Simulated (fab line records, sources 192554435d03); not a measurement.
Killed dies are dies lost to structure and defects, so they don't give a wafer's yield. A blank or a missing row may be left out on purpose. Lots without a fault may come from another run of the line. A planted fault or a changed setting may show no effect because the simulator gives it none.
Chamber matching | flow n5_finfet | N5_FIN_SAQP_ETCH_34 on rie_diel-03: 4 sister chambers
The step etches SiO2 in C4F6/O2, target depth 45 nm, time 15 s. 4 wafers are shown with their chamber, then 12 later ones without.

WAFERS WITH THEIR CHAMBER
wafer  | chamber | showerhead_plenum_p_Torr (Torr)
L084.5 | 2       | 2.74
L086.2 | 3       | 2.91
L086.4 | 0       | 2.93
L086.6 | 1       | 2.79

WAFERS WITHOUT THEIR CHAMBER
wafer  | showerhead_plenum_p_Torr (Torr)
L088.1 | 2.93
L088.2 | 2.73
L088.4 | 2.91
L090.2 | 2.73
L090.3 | 2.78
L090.4 | 2.73
L093.4 | 2.93
L093.5 | 2.78
L093.6 | 2.91
L094.2 | 2.90
L094.3 | 2.78
L094.4 | 2.92

WHICH CHAMBER EACH WENT THROUGH
wafer  | from the rows above     | in truth
L088.1 | 0                       | 0
L088.2 | 2                       | 2
L088.4 | 3                       | 3
L090.2 | 2                       | 2
L090.3 | 1                       | 1
L090.4 | 2                       | 2
L093.4 | 0                       | 0
L093.5 | 1                       | 1
L093.6 | 3                       | 3
L094.2 | 3                       | 3
L094.3 | 1                       | 1
L094.4 | can't be placed: 3 or 0 | 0
Placed correctly: 11 of 12. Can't be placed from these rows: 1 (the true chamber is among the candidates in 1). Placed wrongly: 0.
How it was worked out, from the rows above alone: a wafer's distance from a chamber is the root of the sum, over the readings, of the square of ((its reading less the chamber's mean) divided by the reading's scatter). The wafer belongs to the nearest chamber; if the next one is less than 2 further off, it can't be placed. A chamber's mean is the mean of its shown wafers. The scatter: with one shown wafer a chamber, the root of the mean of the squares of how far each hidden wafer lies from its nearest shown one.
